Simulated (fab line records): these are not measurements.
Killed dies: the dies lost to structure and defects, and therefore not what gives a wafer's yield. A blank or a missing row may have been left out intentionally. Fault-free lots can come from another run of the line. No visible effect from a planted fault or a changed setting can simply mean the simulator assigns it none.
What tool caused it? :: flow n5 finfet :: 72 wafers from 24 lots sampled at 6 of the route's 1938 steps

## WHAT THE GAUGES SHOWED, per wafer
N5_BEOL_M7_CD_MEAS_11: the cd target is 38.5 nm.
lot: L074
measured: day 8 22:41
on: cd sem-03
cd nm (nm): 38.2 37.8 38.2

lot: L075
measured: day 9 20:50
on: cd sem-01
cd nm (nm): 38.2 39.0 38.3

lot: L076
measured: day 10 02:37
on: cd sem-01
cd nm (nm): 38.7 38.7 39.0

lot: L077
measured: day 10 09:44
on: cd sem-01
cd nm (nm): 38.4 38.2 38.1

lot: L078
measured: day 10 13:58
on: cd sem-02
cd nm (nm): 37.3 38.5 38.5

lot: L079
measured: day 10 23:16
on: cd sem-03
cd nm (nm): 39.0 38.3 38.6

lot: L080
measured: day 11 07:49
on: cd sem-01
cd nm (nm): 38.4 39.0 38.9

lot: L081
measured: day 11 11:13
on: cd sem-02
cd nm (nm): 38.4 39.2 38.2

lot: L083
measured: day 11 13:49
on: cd sem-03
cd nm (nm): 38.8 38.5 38.6

lot: L082
measured: day 11 20:31
on: cd sem-03
cd nm (nm): 39.2 38.6 38.2

lot: L084
measured: day 11 21:05
on: cd sem-03
cd nm (nm): 38.7 38.7 39.2

lot: L085
measured: day 12 07:14
on: cd sem-01
cd nm (nm): 38.1 38.6 38.0

lot: L086
measured: day 12 07:34
on: cd sem-02
cd nm (nm): 38.8 38.3 38.9

lot: L088
measured: day 13 05:00
on: cd sem-01
cd nm (nm): 38.8 38.8 38.5

lot: L087
measured: day 13 12:49
on: cd sem-03
cd nm (nm): 38.4 37.6 38.5

lot: L089
measured: day 13 12:59
on: cd sem-02
cd nm (nm): 38.3 37.8 38.5

lot: L091
measured: day 13 20:37
on: cd sem-01
cd nm (nm): 37.8 38.2 38.2

lot: L090
measured: day 13 21:26
on: cd sem-02
cd nm (nm): 37.9 38.1 38.1

lot: L092
measured: day 14 18:34
on: cd sem-01
cd nm (nm): 39.2 39.5 39.0

lot: L095
measured: day 14 22:22
on: cd sem-03
cd nm (nm): 38.7 38.2 38.8

lot: L093
measured: day 14 23:35
on: cd sem-03
cd nm (nm): 38.5 38.8 39.1

lot: L094
measured: day 14 23:50
on: cd sem-02
cd nm (nm): 38.3 38.2 38.6

lot: L096
measured: day 15 02:26
on: cd sem-01
cd nm (nm): 38.6 38.9 39.3

lot: L097
measured: day 16 03:01
on: cd sem-03
cd nm (nm): 38.9 38.2 38.5

N5_BEOL_M7_CD_MEAS_28: the cd target is 40 nm.
lot: L074
measured: day 9 00:49
on: cd sem-03
cd nm (nm): 39.94 39.79 40.11

lot: L075
measured: day 10 00:00
on: cd sem-01
cd nm (nm): 40.09 40.01 39.85

lot: L076
measured: day 10 04:08
on: cd sem-01
cd nm (nm): 40.20 40.10 39.91

lot: L077
measured: day 10 12:20
on: cd sem-02
cd nm (nm): 40.06 39.94 39.96

lot: L078
measured: day 10 18:29
on: cd sem-01
cd nm (nm): 39.72 40.00 39.67

lot: L079
measured: day 11 01:33
on: cd sem-02
cd nm (nm): 39.81 40.36 40.19

lot: L080
measured: day 11 12:41
on: cd sem-03
cd nm (nm): 39.92 39.77 40.06

lot: L081
measured: day 11 12:55
on: cd sem-02
cd nm (nm): 40.21 40.18 40.24

lot: L083
measured: day 11 16:09
on: cd sem-01
cd nm (nm): 40.14 39.98 39.64

lot: L082
measured: day 11 22:02
on: cd sem-03
cd nm (nm): 39.98 39.57 40.33

lot: L084
measured: day 11 22:05
on: cd sem-01
cd nm (nm): 39.62 39.54 39.86

lot: L085
measured: day 12 08:41
on: cd sem-01
cd nm (nm): 39.98 39.91 40.14

lot: L086
measured: day 12 08:51
on: cd sem-03
cd nm (nm): 39.96 39.44 39.97

lot: L088
measured: day 13 06:52
on: cd sem-01
cd nm (nm): 40.23 40.30 39.90

lot: L087
measured: day 13 14:58
on: cd sem-03
cd nm (nm): 40.02 40.00 39.95

lot: L089
measured: day 13 15:08
on: cd sem-03
cd nm (nm): 40.13 40.29 39.98

lot: L091
measured: day 13 21:51
on: cd sem-01
cd nm (nm): 40.01 39.92 40.19

lot: L090
measured: day 13 23:37
on: cd sem-02
cd nm (nm): 39.94 40.01 40.23

lot: L092
measured: day 14 19:34
on: cd sem-03
cd nm (nm): 39.60 40.07 39.67

lot: L095
measured: day 15 01:16
on: cd sem-02
cd nm (nm): 39.87 40.10 40.34

lot: L093
measured: day 15 01:45
on: cd sem-02
cd nm (nm): 40.33 40.54 40.35

lot: L094
measured: day 15 01:19
on: cd sem-03
cd nm (nm): 39.79 39.57 39.64

lot: L096
measured: day 15 03:35
on: cd sem-03
cd nm (nm): 40.08 40.37 40.31

lot: L097
measured: day 16 06:35
on: cd sem-03
cd nm (nm): 39.80 39.91 40.00

## WHAT TOOL EACH LOT RAN ON (gives the tool, then ch and the chambers of the sampled wafers, and finally the start)
lot: L074
N5_BEOL_M6_SURFACE_TREAT_79: pvd sputter-01, day 8 20:02
N5_BEOL_M6_DEP_56: pecvd-02 ch 0,1,2, day 8 21:22
N5_BEOL_M7_CURE_74: uv cure-02 ch 0, day 8 21:43
N5_BEOL_M7_STRIP_67: rie diel-02 ch 0,2,3, day 8 23:01

lot: L075
N5_BEOL_M6_SURFACE_TREAT_79: pvd sputter-02, day 9 14:02
N5_BEOL_M6_DEP_56: pecvd-01 ch 0,1, day 9 15:47
N5_BEOL_M7_CURE_74: uv cure-03 ch 2, day 9 16:01
N5_BEOL_M7_STRIP_67: rie diel-04 ch 1,3, day 9 21:10

lot: L076
N5_BEOL_M6_SURFACE_TREAT_79: pvd sputter-01, day 9 22:11
N5_BEOL_M6_DEP_56: pecvd-04 ch 0,1,2, day 10 00:56
N5_BEOL_M7_CURE_74: uv cure-02 ch 0, day 10 01:12
N5_BEOL_M7_STRIP_67: rie diel-02 ch 0,2,3, day 10 03:11

lot: L077
N5_BEOL_M6_SURFACE_TREAT_79: pvd sputter-01, day 10 05:12
N5_BEOL_M6_DEP_56: pecvd-01 ch 0,1, day 10 07:12
N5_BEOL_M7_CURE_74: uv cure-03 ch 2, day 10 07:24
N5_BEOL_M7_STRIP_67: rie diel-04 ch 1,2,3, day 10 10:18

lot: L078
N5_BEOL_M6_SURFACE_TREAT_79: pvd sputter-03, day 10 10:09
N5_BEOL_M6_DEP_56: pecvd-04 ch 0,2, day 10 11:58
N5_BEOL_M7_CURE_74: uv cure-01 ch 2, day 10 12:11
N5_BEOL_M7_STRIP_67: rie diel-04 ch 1,2, day 10 14:17

lot: L079
N5_BEOL_M6_SURFACE_TREAT_79: pvd sputter-02, day 10 18:17
N5_BEOL_M6_DEP_56: pecvd-02 ch 0,1,2, day 10 20:02
N5_BEOL_M7_CURE_74: uv cure-03 ch 0, day 10 20:19
N5_BEOL_M7_STRIP_67: rie diel-04 ch 0,1,3, day 11 00:16

lot: L080
N5_BEOL_M6_SURFACE_TREAT_79: pvd sputter-02, day 11 03:37
N5_BEOL_M6_DEP_56: pecvd-04 ch 1,2, day 11 05:47
N5_BEOL_M7_CURE_74: uv cure-03 ch 0, day 11 05:59
N5_BEOL_M7_STRIP_67: rie diel-01 ch 1,2,3, day 11 08:22

lot: L081
N5_BEOL_M6_SURFACE_TREAT_79: pvd sputter-01, day 11 07:55
N5_BEOL_M6_DEP_56: pecvd-02 ch 0,1,2, day 11 09:26
N5_BEOL_M7_CURE_74: uv cure-02 ch 2, day 11 09:37
N5_BEOL_M7_STRIP_67: rie diel-04 ch 0,2,3, day 11 11:55

lot: L083
N5_BEOL_M6_SURFACE_TREAT_79: pvd sputter-02, day 11 11:06
N5_BEOL_M6_DEP_56: pecvd-01 ch 1,2, day 11 12:11
N5_BEOL_M7_CURE_74: uv cure-01 ch 1, day 11 12:23
N5_BEOL_M7_STRIP_67: rie diel-04 ch 0,2,3, day 11 14:08

lot: L082
N5_BEOL_M6_SURFACE_TREAT_79: pvd sputter-01, day 11 14:31
N5_BEOL_M6_DEP_56: pecvd-02 ch 1,2, day 11 16:34
N5_BEOL_M7_CURE_74: uv cure-02 ch 2, day 11 16:46
N5_BEOL_M7_STRIP_67: rie diel-04 ch 0,1,3, day 11 20:53

lot: L084
N5_BEOL_M6_SURFACE_TREAT_79: pvd sputter-02, day 11 14:41
N5_BEOL_M6_DEP_56: pecvd-02 ch 0,1,2, day 11 17:08
N5_BEOL_M7_CURE_74: uv cure-03 ch 1, day 11 17:20
N5_BEOL_M7_STRIP_67: rie diel-04 ch 1,3, day 11 21:25

lot: L085
N5_BEOL_M6_SURFACE_TREAT_79: pvd sputter-01, day 12 02:08
N5_BEOL_M6_DEP_56: pecvd-02 ch 0,1,2, day 12 04:16
N5_BEOL_M7_CURE_74: uv cure-02 ch 0, day 12 04:47
N5_BEOL_M7_STRIP_67: rie diel-04 ch 2,3, day 12 07:33

lot: L086
N5_BEOL_M6_SURFACE_TREAT_79: pvd sputter-01, day 12 04:46
N5_BEOL_M6_DEP_56: pecvd-01 ch 0,1,2, day 12 05:49
N5_BEOL_M7_CURE_74: uv cure-01 ch 2, day 12 06:14
N5_BEOL_M7_STRIP_67: rie diel-04 ch 0,1,2, day 12 07:53

lot: L088
N5_BEOL_M6_SURFACE_TREAT_79: pvd sputter-02, day 12 23:33
N5_BEOL_M6_DEP_56: pecvd-04 ch 0,1,2, day 13 00:41
N5_BEOL_M7_CURE_74: uv cure-01 ch 2, day 13 00:58
N5_BEOL_M7_STRIP_67: rie diel-04 ch 0,2,3, day 13 05:20

lot: L087
N5_BEOL_M6_SURFACE_TREAT_79: pvd sputter-01, day 13 08:39
N5_BEOL_M6_DEP_56: pecvd-01 ch 1,2, day 13 10:04
N5_BEOL_M7_CURE_74: uv cure-02 ch 1, day 13 10:16
N5_BEOL_M7_STRIP_67: rie diel-02 ch 1,2, day 13 13:08

lot: L089
N5_BEOL_M6_SURFACE_TREAT_79: pvd sputter-02, day 13 08:45
N5_BEOL_M6_DEP_56: pecvd-02 ch 0,2, day 13 10:07
N5_BEOL_M7_CURE_74: uv cure-03 ch 0, day 13 10:18
N5_BEOL_M7_STRIP_67: rie diel-04 ch 2,3, day 13 13:28

lot: L091
N5_BEOL_M6_SURFACE_TREAT_79: pvd sputter-02, day 13 14:05
N5_BEOL_M6_DEP_56: pecvd-04 ch 1,2, day 13 16:11
N5_BEOL_M7_CURE_74: uv cure-03 ch 2, day 13 16:30
N5_BEOL_M7_STRIP_67: rie diel-01 ch 0,1,3, day 13 20:57

lot: L090
N5_BEOL_M6_SURFACE_TREAT_79: pvd sputter-03, day 13 15:49
N5_BEOL_M6_DEP_56: pecvd-01 ch 0,1, day 13 16:54
N5_BEOL_M7_CURE_74: uv cure-01 ch 2, day 13 17:16
N5_BEOL_M7_STRIP_67: rie diel-01 ch 1,2, day 13 22:06

lot: L092
N5_BEOL_M6_SURFACE_TREAT_79: pvd sputter-03, day 14 14:46
N5_BEOL_M6_DEP_56: pecvd-02 ch 1,2, day 14 15:50
N5_BEOL_M7_CURE_74: uv cure-01 ch 1, day 14 16:02
N5_BEOL_M7_STRIP_67: rie diel-01 ch 0,3, day 14 18:53

lot: L095
N5_BEOL_M6_SURFACE_TREAT_79: pvd sputter-01, day 14 19:15
N5_BEOL_M6_DEP_56: pecvd-02 ch 0,1,2, day 14 20:27
N5_BEOL_M7_CURE_74: uv cure-03 ch 1, day 14 20:43
N5_BEOL_M7_STRIP_67: rie diel-02 ch 0,1, day 14 22:44

lot: L093
N5_BEOL_M6_SURFACE_TREAT_79: pvd sputter-03, day 14 19:44
N5_BEOL_M6_DEP_56: pecvd-02 ch 1,2, day 14 20:55
N5_BEOL_M7_CURE_74: uv cure-03 ch 0, day 14 21:17
N5_BEOL_M7_STRIP_67: rie diel-04 ch 2,3, day 14 23:54

lot: L094
N5_BEOL_M6_SURFACE_TREAT_79: pvd sputter-02, day 14 20:35
N5_BEOL_M6_DEP_56: pecvd-01 ch 0,1,2, day 14 22:40
N5_BEOL_M7_CURE_74: uv cure-01 ch 1, day 14 22:52
N5_BEOL_M7_STRIP_67: rie diel-02 ch 0,2, day 15 00:16

lot: L096
N5_BEOL_M6_SURFACE_TREAT_79: pvd sputter-01, day 14 22:13
N5_BEOL_M6_DEP_56: pecvd-04 ch 0,1, day 14 23:49
N5_BEOL_M7_CURE_74: uv cure-03 ch 2, day 15 00:01
N5_BEOL_M7_STRIP_67: rie diel-01 ch 2,3, day 15 02:45

lot: L097
N5_BEOL_M6_SURFACE_TREAT_79: pvd sputter-01, day 15 22:36
N5_BEOL_M6_DEP_56: pecvd-02 ch 0,1,2, day 15 23:54
N5_BEOL_M7_CURE_74: uv cure-01 ch 0, day 16 00:06
N5_BEOL_M7_STRIP_67: rie diel-01 ch 0,2, day 16 03:21
- N5_BEOL_M6_SURFACE_TREAT_79
- N5_BEOL_M6_DEP_56: deposits SiCN from 3MS/NH3, target thk 10 nm, time 17.5 s.
- N5_BEOL_M7_CURE_74: cures SiCOH lowk, time 240 s.
- N5_BEOL_M7_STRIP_67: strips in CF4.

## AS READ BY THE TOOLS THEMSELVES (means over the sampled wafers that have a number; for cases with no such wafer, the mark the record gives instead)
N5_BEOL_M6_DEP_56.
lot: L074
tool: pecvd-02
chamber pressure Torr (Torr): 3.005
rf fwd power W (W): 198.9
showerhead plenum p Torr (Torr): 3.658
throttle valve pct (%): 9.1

lot: L075
tool: pecvd-01
chamber pressure Torr (Torr): 2.994
rf fwd power W (W): 199.7
showerhead plenum p Torr (Torr): 3.658
throttle valve pct (%): 9.3

lot: L076
tool: pecvd-04
chamber pressure Torr (Torr): 3.001
rf fwd power W (W): 198.7
showerhead plenum p Torr (Torr): 3.655
throttle valve pct (%): 8.5

lot: L077
tool: pecvd-01
chamber pressure Torr (Torr): 3.002
rf fwd power W (W): 200.3
showerhead plenum p Torr (Torr): 3.648
throttle valve pct (%): 9.1

lot: L078
tool: pecvd-04
chamber pressure Torr (Torr): 2.997
rf fwd power W (W): 199.6
showerhead plenum p Torr (Torr): 3.650
throttle valve pct (%): 9.0

lot: L079
tool: pecvd-02
chamber pressure Torr (Torr): 3.003
rf fwd power W (W): 199.1
showerhead plenum p Torr (Torr): 3.664
throttle valve pct (%): 8.9

lot: L080
tool: pecvd-04
chamber pressure Torr (Torr): 3.004
rf fwd power W (W): 199.7
showerhead plenum p Torr (Torr): 3.661
throttle valve pct (%): 8.6

lot: L081
tool: pecvd-02
chamber pressure Torr (Torr): 2.995
rf fwd power W (W): 199.7
showerhead plenum p Torr (Torr): 3.658
throttle valve pct (%): 9.0

lot: L083
tool: pecvd-01
chamber pressure Torr (Torr): 3.001
rf fwd power W (W): 200.4
showerhead plenum p Torr (Torr): 3.658
throttle valve pct (%): 8.8

lot: L082
tool: pecvd-02
chamber pressure Torr (Torr): 2.993
rf fwd power W (W): 199.5
showerhead plenum p Torr (Torr): 3.657
throttle valve pct (%): 9.0

lot: L084
tool: pecvd-02
chamber pressure Torr (Torr): 2.995
rf fwd power W (W): 199.3
showerhead plenum p Torr (Torr): 3.661
throttle valve pct (%): 9.1

lot: L085
tool: pecvd-02
chamber pressure Torr (Torr): 3.008
rf fwd power W (W): 199.3
showerhead plenum p Torr (Torr): 3.664
throttle valve pct (%): 9.1

lot: L086
tool: pecvd-01
chamber pressure Torr (Torr): 3.001
rf fwd power W (W): 199.7
showerhead plenum p Torr (Torr): 3.657
throttle valve pct (%): 9.0

lot: L088
tool: pecvd-04
chamber pressure Torr (Torr): 2.998
rf fwd power W (W): 199.2
showerhead plenum p Torr (Torr): 3.651
throttle valve pct (%): 8.8

lot: L087
tool: pecvd-01
chamber pressure Torr (Torr): 2.998
rf fwd power W (W): 199.8
showerhead plenum p Torr (Torr): 3.650
throttle valve pct (%): 8.8

lot: L089
tool: pecvd-02
chamber pressure Torr (Torr): 3.002
rf fwd power W (W): 199.8
showerhead plenum p Torr (Torr): 3.647
throttle valve pct (%): 9.0

lot: L091
tool: pecvd-04
chamber pressure Torr (Torr): 3.003
rf fwd power W (W): 198.5
showerhead plenum p Torr (Torr): 3.663
throttle valve pct (%): 8.5

lot: L090
tool: pecvd-01
chamber pressure Torr (Torr): 2.999
rf fwd power W (W): 199.8
showerhead plenum p Torr (Torr): 3.653
throttle valve pct (%): 9.0

lot: L092
tool: pecvd-02
chamber pressure Torr (Torr): 3.005
rf fwd power W (W): 198.9
showerhead plenum p Torr (Torr): 3.660
throttle valve pct (%): 9.2

lot: L095
tool: pecvd-02
chamber pressure Torr (Torr): 3.002
rf fwd power W (W): 199.1
showerhead plenum p Torr (Torr): 3.667
throttle valve pct (%): 9.1

lot: L093
tool: pecvd-02
chamber pressure Torr (Torr): 2.999
rf fwd power W (W): 198.7
showerhead plenum p Torr (Torr): 3.668
throttle valve pct (%): 9.2

lot: L094
tool: pecvd-01
chamber pressure Torr (Torr): 3.001
rf fwd power W (W): 199.2
showerhead plenum p Torr (Torr): 3.655
throttle valve pct (%): 9.2

lot: L096
tool: pecvd-04
chamber pressure Torr (Torr): 3.004
rf fwd power W (W): 199.7
showerhead plenum p Torr (Torr): 3.651
throttle valve pct (%): 9.0

lot: L097
tool: pecvd-02
chamber pressure Torr (Torr): 3.002
rf fwd power W (W): 199.4
showerhead plenum p Torr (Torr): 3.654
throttle valve pct (%): 9.2

N5_BEOL_M7_CURE_74.
lot: L074
tool: uv cure-02
lamp power pct (%): 52.31
wafer_temp_C_max: 386.2

lot: L075
tool: uv cure-03
lamp power pct (%): 52.26
wafer_temp_C_max: 386.7

lot: L076
tool: uv cure-02
lamp power pct (%): 52.30
wafer_temp_C_max: 386.2

lot: L077
tool: uv cure-03
lamp power pct (%): 52.29
wafer_temp_C_max: 386.6

lot: L078
tool: uv cure-01
lamp power pct (%): 52.36
wafer_temp_C_max: 386.0

lot: L079
tool: uv cure-03
lamp power pct (%): 52.36
wafer_temp_C_max: 387.3

lot: L080
tool: uv cure-03
lamp power pct (%): 52.34
wafer_temp_C_max: 387.7

lot: L081
tool: uv cure-02
lamp power pct (%): 52.29
wafer_temp_C_max: 386.2

lot: L083
tool: uv cure-01
lamp power pct (%): 52.33
wafer_temp_C_max: 386.5

lot: L082
tool: uv cure-02
lamp power pct (%): 52.34
wafer_temp_C_max: 385.8

lot: L084
tool: uv cure-03
lamp power pct (%): 52.33
wafer_temp_C_max: 388.1

lot: L085
tool: uv cure-02
lamp power pct (%): 52.29
wafer_temp_C_max: 386.4

lot: L086
tool: uv cure-01
lamp power pct (%): 52.32
wafer_temp_C_max: 386.6

lot: L088
tool: uv cure-01
lamp power pct (%): 52.33
wafer_temp_C_max: 386.3

lot: L087
tool: uv cure-02
lamp power pct (%): 52.35
wafer_temp_C_max: 386.9

lot: L089
tool: uv cure-03
lamp power pct (%): 52.36
wafer_temp_C_max: 387.6

lot: L091
tool: uv cure-03
lamp power pct (%): 52.35
wafer_temp_C_max: 386.8

lot: L090
tool: uv cure-01
lamp power pct (%): 52.27
wafer_temp_C_max: 386.6

lot: L092
tool: uv cure-01
lamp power pct (%): 52.30
wafer_temp_C_max: 386.9

lot: L095
tool: uv cure-03
lamp power pct (%): 52.30
wafer_temp_C_max: 387.9

lot: L093
tool: uv cure-03
lamp power pct (%): 52.31
wafer_temp_C_max: 387.6

lot: L094
tool: uv cure-01
lamp power pct (%): 52.26
wafer_temp_C_max: 386.9

lot: L096
tool: uv cure-03
lamp power pct (%): 52.32
wafer_temp_C_max: 386.2

lot: L097
tool: uv cure-01
lamp power pct (%): 52.33
wafer_temp_C_max: 386.5

N5_BEOL_M7_STRIP_67.
lot: L074
tool: rie diel-02
cf4 flow sccm (sccm): 149.9
drypump motor current A (A): 5.9
oes product au (a.u.): 0.73
power w (W): 300.5
rf vpp V (V): 271.5
showerhead plenum p Torr (Torr): 1.80
throttle valve pct (%): 13.67

lot: L075
tool: rie diel-04
cf4 flow sccm (sccm): 149.8
drypump motor current A (A): 5.2
oes product au (a.u.): 0.88
power w (W): 300.5
rf vpp V (V): 270.9
showerhead plenum p Torr (Torr): 1.80
throttle valve pct (%): 13.43

lot: L076
tool: rie diel-02
cf4 flow sccm (sccm): 149.8
drypump motor current A (A): 5.9
oes product au (a.u.): 0.72
power w (W): 299.9
rf vpp V (V): 271.3
showerhead plenum p Torr (Torr): 1.79
throttle valve pct (%): 13.69

lot: L077
tool: rie diel-04
cf4 flow sccm (sccm): 149.9
drypump motor current A (A): 5.3
oes product au (a.u.): 0.84
power w (W): 300.6
rf vpp V (V): 270.6
showerhead plenum p Torr (Torr): 1.84
throttle valve pct (%): 13.45

lot: L078
tool: rie diel-04
cf4 flow sccm (sccm): 149.5
drypump motor current A (A): 5.4
oes product au (a.u.): 0.79
power w (W): 300.4
rf vpp V (V): 271.1
showerhead plenum p Torr (Torr): 1.82
throttle valve pct (%): 13.63

lot: L079
tool: rie diel-04
cf4 flow sccm (sccm): 150.1
drypump motor current A (A): 5.1
oes product au (a.u.): 0.82
power w (W): 300.6
rf vpp V (V): 272.5
showerhead plenum p Torr (Torr): 1.84
throttle valve pct (%): 13.51

lot: L080
tool: rie diel-01
cf4 flow sccm (sccm): 149.9
drypump motor current A (A): 5.5
oes product au (a.u.): 0.82
power w (W): 300.0
rf vpp V (V): 270.2
showerhead plenum p Torr (Torr): 1.76
throttle valve pct (%): 13.47

lot: L081
tool: rie diel-04
cf4 flow sccm (sccm): 150.2
drypump motor current A (A): 5.2
oes product au (a.u.): 0.79
power w (W): 300.8
rf vpp V (V): 272.4
showerhead plenum p Torr (Torr): 1.88
throttle valve pct (%): 13.53

lot: L083
tool: rie diel-04
cf4 flow sccm (sccm): 150.2
drypump motor current A (A): 5.2
oes product au (a.u.): 0.79
power w (W): 299.4
rf vpp V (V): 272.8
showerhead plenum p Torr (Torr): 1.88
throttle valve pct (%): 13.54

lot: L082
tool: rie diel-04
cf4 flow sccm (sccm): 149.9
drypump motor current A (A): 5.1
oes product au (a.u.): 0.81
power w (W): 300.8
rf vpp V (V): 271.9
showerhead plenum p Torr (Torr): 1.84
throttle valve pct (%): 13.51

lot: L084
tool: rie diel-04
cf4 flow sccm (sccm): 149.6
drypump motor current A (A): 5.2
oes product au (a.u.): 0.85
power w (W): 300.6
rf vpp V (V): 270.9
showerhead plenum p Torr (Torr): 1.80
throttle valve pct (%): 13.45

lot: L085
tool: rie diel-04
cf4 flow sccm (sccm): 149.5
drypump motor current A (A): 5.3
oes product au (a.u.): 0.84
power w (W): 299.7
rf vpp V (V): 273.5
showerhead plenum p Torr (Torr): 1.89
throttle valve pct (%): 13.33

lot: L086
tool: rie diel-04
cf4 flow sccm (sccm): 149.9
drypump motor current A (A): 5.2
oes product au (a.u.): 0.77
power w (W): 299.2
rf vpp V (V): 271.5
showerhead plenum p Torr (Torr): 1.82
throttle valve pct (%): 13.69

lot: L088
tool: rie diel-04
cf4 flow sccm (sccm): 149.7
drypump motor current A (A): 5.2
oes product au (a.u.): 0.78
power w (W): 300.5
rf vpp V (V): 273.0
showerhead plenum p Torr (Torr): 1.87
throttle valve pct (%): 13.55

lot: L087
tool: rie diel-02
cf4 flow sccm (sccm): 150.8
drypump motor current A (A): 5.9
oes product au (a.u.): 0.77
power w (W): 300.3
rf vpp V (V): 271.1
showerhead plenum p Torr (Torr): 1.77
throttle valve pct (%): 13.50

lot: L089
tool: rie diel-04
cf4 flow sccm (sccm): 149.5
drypump motor current A (A): 5.4
oes product au (a.u.): 0.79
power w (W): 300.3
rf vpp V (V): 272.3
showerhead plenum p Torr (Torr): 1.87
throttle valve pct (%): 13.52

lot: L091
tool: rie diel-01
cf4 flow sccm (sccm): 150.1
drypump motor current A (A): 5.7
oes product au (a.u.): 0.79
power w (W): 298.9
rf vpp V (V): 271.2
showerhead plenum p Torr (Torr): 1.78
throttle valve pct (%): 13.54

lot: L090
tool: rie diel-01
cf4 flow sccm (sccm): 150.2
drypump motor current A (A): 5.7
oes product au (a.u.): 0.74
power w (W): 298.9
rf vpp V (V): 271.0
showerhead plenum p Torr (Torr): 1.76
throttle valve pct (%): 13.79

lot: L092
tool: rie diel-01
cf4 flow sccm (sccm): 150.4
drypump motor current A (A): 5.5
oes product au (a.u.): 0.84
power w (W): 299.9
rf vpp V (V): 270.5
showerhead plenum p Torr (Torr): 1.77
throttle valve pct (%): 13.28

lot: L095
tool: rie diel-02
cf4 flow sccm (sccm): 149.8
drypump motor current A (A): 5.8
oes product au (a.u.): 0.90
power w (W): 299.6
rf vpp V (V): 272.3
showerhead plenum p Torr (Torr): 1.85
throttle valve pct (%): 13.27

lot: L093
tool: rie diel-04
cf4 flow sccm (sccm): 149.7
drypump motor current A (A): 5.3
oes product au (a.u.): 0.82
power w (W): 300.0
rf vpp V (V): 273.1
showerhead plenum p Torr (Torr): 1.88
throttle valve pct (%): 13.38

lot: L094
tool: rie diel-02
cf4 flow sccm (sccm): 150.0
drypump motor current A (A): 5.9
oes product au (a.u.): 0.86
power w (W): 300.1
rf vpp V (V): 271.0
showerhead plenum p Torr (Torr): 1.79
throttle valve pct (%): 13.38

lot: L096
tool: rie diel-01
cf4 flow sccm (sccm): 150.1
drypump motor current A (A): 5.3
oes product au (a.u.): 0.84
power w (W): 299.2
rf vpp V (V): 270.7
showerhead plenum p Torr (Torr): 1.75
throttle valve pct (%): 13.27

lot: L097
tool: rie diel-01
cf4 flow sccm (sccm): 150.0
drypump motor current A (A): 5.7
oes product au (a.u.): 0.78
power w (W): 299.5
rf vpp V (V): 271.0
showerhead plenum p Torr (Torr): 1.79
throttle valve pct (%): 13.30

## THE ANSWER, worked out from the rows above alone
Rule: the usual values come from the lots themselves. The widest of any qualifying gaps counts: lots, ordered by their means at a reading, are off when they make up no more than a third of the lots, leave a main group of 4 or more, and stand apart from it by 3 or more times the standard deviation of that group's means. Not used: any main group whose means are identical at the precision the tables above print for the reading. A lot without any number at a reading at which 4 lots or more have one is off too. Where the step has rows for the other lots, those lots are counted as sound. First the gauges in route order, then the tools' own readings, where a lot's mean is used as printed above. At the first step where some lot is off, the reading lying furthest off is the one used; lots without a number count as furthest.
None of the lots is off at any reading shown; this tells nothing.

## WHAT THE SIMULATOR HAD PUT IN
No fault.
